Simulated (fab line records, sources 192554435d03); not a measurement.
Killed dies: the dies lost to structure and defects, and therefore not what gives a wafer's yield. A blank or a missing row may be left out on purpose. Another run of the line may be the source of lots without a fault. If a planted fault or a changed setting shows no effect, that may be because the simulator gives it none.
Split-lot experiment    flow n5Finfet    21 wafers read across 7 lots, on a route 1938 steps long

SPLIT DETAILS
At N5_BEOL_M2_EXPOSE_08 (exposes mask M2), the setting doseMj was moved away from the recipe's 41.25 on 11 of the 21 wafers read, by -6.5% to +5.6%. All remaining wafers had this setting at the recipe value.

FROM THE SPLIT TO THE READING: what the file shows between them, 12 steps
- N5_BEOL_M2_PEB_09: peb time 60 s
- N5_BEOL_M2_DEVELOP_10: develop time 30 s
- N5_BEOL_M2_CD_MEAS_11: target cd 16.79 nm
- N5_BEOL_M2_DESCUM_16: chemistry O2, time 7 s (also split here: timeS)
- N5_BEOL_M2_ETCH_74: etches underlayer in N2/H2, target depth 6.5 nm, time 5.2 s
- N5_BEOL_M2_ETCH_63: etches SiARC in CF4, target depth 15.6 nm, time 26 s
- N5_BEOL_M2_ETCH_64: etches SOC in N2/H2, target depth 75 nm, overetch 22.5 nm, time 121.9 s
- N5_BEOL_M2_STRIP_65: strips in N2/H2
- N5_BEOL_M2_STRIP_75: strips in N2/H2
- N5_BEOL_M2_STRIP_66: strips in CF4
- N5_BEOL_M2_HM_OPEN_17: chemistry Cl2/BCl3, target TiN, target depth 20 nm, overetch 6 nm
- N5_BEOL_M2_STRIP_19: strips in O2

THE READING
cdNm, in nm, at N5_BEOL_M2_CD_MEAS_18 (pitch 36 nm, target cd 18 nm). Fault-free wafers of this fab line usually give 18.03 nm, standard deviation 0.25 nm.

wafer   tool, chamber at the split  doseMj as run  against the recipe  cdNm, nm  against lot-mates on the recipe
L074.1  euvScanner-02, 0            39.84          -3.4%               17.48     -0.62
L074.3  euvScanner-02, 0            41.25          recipe              18.10     -
L074.5  euvScanner-02, 0            39.84          -3.4%               17.39     -0.71
L075.1  euvScanner-02, 0            43.57          +5.6%               19.13     +0.95
L075.3  euvScanner-02, 0            41.25          recipe              18.33     -
L075.6  euvScanner-02, 0            41.25          recipe              18.03     -
L076.3  euvScanner-01, 0            41.25          recipe              18.75     -
L076.5  euvScanner-01, 0            42.32          +2.6%               18.32     -0.43
L076.6  euvScanner-01, 0            42.32          +2.6%               18.78     +0.03
L079.1  euvScanner-01, 0            38.58          -6.5%               16.70     -1.05
L079.5  euvScanner-01, 0            41.25          recipe              17.75     -
L079.6  euvScanner-01, 0            38.58          -6.5%               16.37     -1.38
L091.1  euvScanner-01, 0            38.89          -5.7%               16.97     -1.28
L091.3  euvScanner-01, 0            41.25          recipe              18.25     -
L091.5  euvScanner-01, 0            38.89          -5.7%               17.04     -1.21
L089.2  euvScanner-01, 0            41.25          recipe              18.09     -
L089.4  euvScanner-01, 0            41.25          recipe              17.79     -
L089.5  euvScanner-01, 0            41.25          recipe              17.72     -
L096.2  euvScanner-01, 0            42.48          +3.0%               18.41     +0.96
L096.3  euvScanner-01, 0            41.25          recipe              17.45     -
L096.5  euvScanner-01, 0            42.48          +3.0%               18.39     +0.94

THE FIT
A straight line over all 21 wafers: cdNm changes by +0.195 nm for each +1% of doseMj; r = +0.92; the points scatter about the line by 0.29 nm.
The same after taking each lot's own level away (the mean of its wafers on the recipe; 21 wafers): +0.186 nm for each +1%; r = +0.91; scatter 0.29 nm.
That fit puts the effect of the largest move of doseMj on the reading at 1.2 nm.
Measured against the standard deviation above, the lots' own levels, which go from 17.450 to 18.750 nm, span 5.2 times it.
Consequently the slope shifts little with the lot-to-lot level, the two slopes agreeing.
Check: for one of the wafers moved furthest among these (-6.5%), held out of the fit, the line's prediction against its lot-mates is -1.3 nm. Against them it came out at -1.05 nm.

OTHER SPLITS ON THESE WAFERS
These wafers also went through other splits before the reading. Each is held against what the fit with the lots' levels taken away leaves over:
other split on the same wafers  wafers away from the commonest value  r with cdNm (lot level and that fit taken away)
N5_BEOL_M2_DESCUM_16 timeS      6                                     -0.05

THE WHOLE CHAIN: every reading that the file lists as answering this split, in the file's order
step                   what it does                                                             reading                                                              change (the file's fit)                r (the file's)
N5_BEOL_M2_CD_MEAS_11  target cd 16.79 nm                                                       cdNm                                                                 +0.218 nm for each +1% of the setting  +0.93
N5_BEOL_M2_ETCH_74     etches underlayer in N2/H2, target depth 6.5 nm, time 5.2 s              BEOL_M2.cdOffsetNm (the simulator's own value, which no gauge read)  +0.19 nm for each +1% of the setting   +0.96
N5_BEOL_M2_ETCH_63     etches SiARC in CF4, target depth 15.6 nm, time 26 s                     BEOL_M2.cdOffsetNm (the simulator's own value, which no gauge read)  +0.203 nm for each +1% of the setting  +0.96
N5_BEOL_M2_ETCH_64     etches SOC in N2/H2, target depth 75 nm, overetch 22.5 nm, time 121.9 s  BEOL_M2.cdOffsetNm (the simulator's own value, which no gauge read)  +0.176 nm for each +1% of the setting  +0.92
N5_BEOL_M2_HM_OPEN_17  chemistry Cl2/BCl3, target TiN, target depth 20 nm, overetch 6 nm        BEOL_M2.cdOffsetNm (the simulator's own value, which no gauge read)  +0.171 nm for each +1% of the setting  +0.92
N5_BEOL_M2_CD_MEAS_18  pitch 36 nm, target cd 18 nm                                             cdNm                                                                 +0.187 nm for each +1% of the setting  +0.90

THE FILE'S OWN FIT
cdNm changes by +0.187 nm for each +1% of doseMj, r = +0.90.
